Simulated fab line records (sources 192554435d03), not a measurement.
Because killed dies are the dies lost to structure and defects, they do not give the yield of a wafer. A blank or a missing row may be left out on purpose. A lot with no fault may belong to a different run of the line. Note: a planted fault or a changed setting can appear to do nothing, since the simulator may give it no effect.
8D (eight disciplines) problem report, filled in by code | flow n5-finfet | the parts of the form that need people (team, actions taken, sign-off) are left out

1. THE ISSUE
A mean of 149 is read at N5_PASSIVATION_PROBE_49 for killed_at_M4_up, taken on 1 wafer of 1 lot, against 13 (standard deviation 5.1) on wafers free of any fault. Relative to the usual mean, that is a shift of +27 standard deviations.
The first sign was on wafer L838.3 at day 16 09:14, on prober-01. The record holds 1 wafer of 1 lot with a number at this step. By rule, "out" or "out of limits" means more than 4 standard deviations away from the usual mean. Any other wafer with a number is counted as sound.

2. WHAT IT IS; WHAT IT IS NOT
question                    | is                                                                                                   | is not
which readings at this step | killed_at_M4_up, defect-limited-yield, killed-dies, sort_bin_5_function, sort-n-pass, sort-yield-pct | killed_at_M0_to_M3, killed-at-contacts, killed-at-front-end, killed-at-other, killed-open, killed-short, sort_bin_6_memory, sort_bin_8_speed
which lots                  | L838                                                                                                 | -
which wafers of those lots  | all that have a number                                                                               | -
read on which tools         | prober-01                                                                                            | -
when                        | from day 16 09:14                                                                                    | up to then (0 sound wafers)

3. WHAT RULES OUT EACH SUSPECT
Counting: a tool stays on the suspect list if, at a process step up to the reading, it processed all lots that are out and no sound lot following the first of them.
- rie-diel-03 at N5_BEOL_M7_ETCH_66 (etches SOC in N2/H2, target depth 80 nm, overetch 16 nm, time 120 s): kept. It ran the lot that is out, L838 (day 13 00:14), and no sound lot after that.
- prober-01 at N5_PASSIVATION_PROBE_49: kept. It ran the lot that is out, L838 (day 16 09:14), and no sound lot after that. Out on those wafers are its own readings of defect-limited-yield, killed_at_M4_up, killed-dies, sort_bin_5_function, sort-n-pass, sort-yield-pct.
After counting, rie-diel-03 at N5_BEOL_M7_ETCH_66 and prober-01 at N5_PASSIVATION_PROBE_49 remain.

4. THE CAUSE (what the simulator had put in)
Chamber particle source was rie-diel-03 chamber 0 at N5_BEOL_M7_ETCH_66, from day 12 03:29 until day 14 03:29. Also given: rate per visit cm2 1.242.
After counting, 2 suspects remain, this tool included.

5. THE CHAIN OF EFFECTS, in route order
One row per reading whose mean, taken over the struck wafers that have a number, lies over 3 standard deviations from the usual. Readings are gone through only where the record gives a usual standard deviation; hours: the median, over the lots, of the time from a lot's start at the first step in this table giving one to that lot's start at this step; sigmas: the change measured in usual standard deviations.
hours | step                    | reading              | usual  | on struck wafers | change | sigmas
0     | N5_PASSIVATION_PROBE_49 | defect-limited-yield | 91.1 % | 79.2             | -11.9  | -8.5
0     | N5_PASSIVATION_PROBE_49 | killed_at_M4_up      | 13     | 149              | +136   | +27
0     | N5_PASSIVATION_PROBE_49 | killed-dies          | 105    | 246              | +141   | +8.8
0     | N5_PASSIVATION_PROBE_49 | sort_bin_5_function  | 5.2 %  | 12.5             | +7.3   | +8.3
0     | N5_PASSIVATION_PROBE_49 | sort-n-pass          | 1074   | 934              | -140   | -8.2
0     | N5_PASSIVATION_PROBE_49 | sort-yield-pct       | 91.0 % | 79.2             | -11.8  | -7.9
The process steps in it:
- N5_PASSIVATION_PROBE_49

6. WHAT WOULD HAVE CAUGHT IT SOONER
In this record no reading fell out of limits until day 16 09:14, 102 hours after the fault had begun at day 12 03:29.
Of the tool readings at N5_BEOL_M7_ETCH_66 for which the record gives a usual standard deviation, none was out on any struck wafer, so an alarm limit of 4 standard deviations on them would not have fired.
By day 16 09:14, every lot that is out (1) had started N5_BEOL_M7_ETCH_66 on rie-diel-03. Had the tool been put on hold then, not one of them would have been saved.
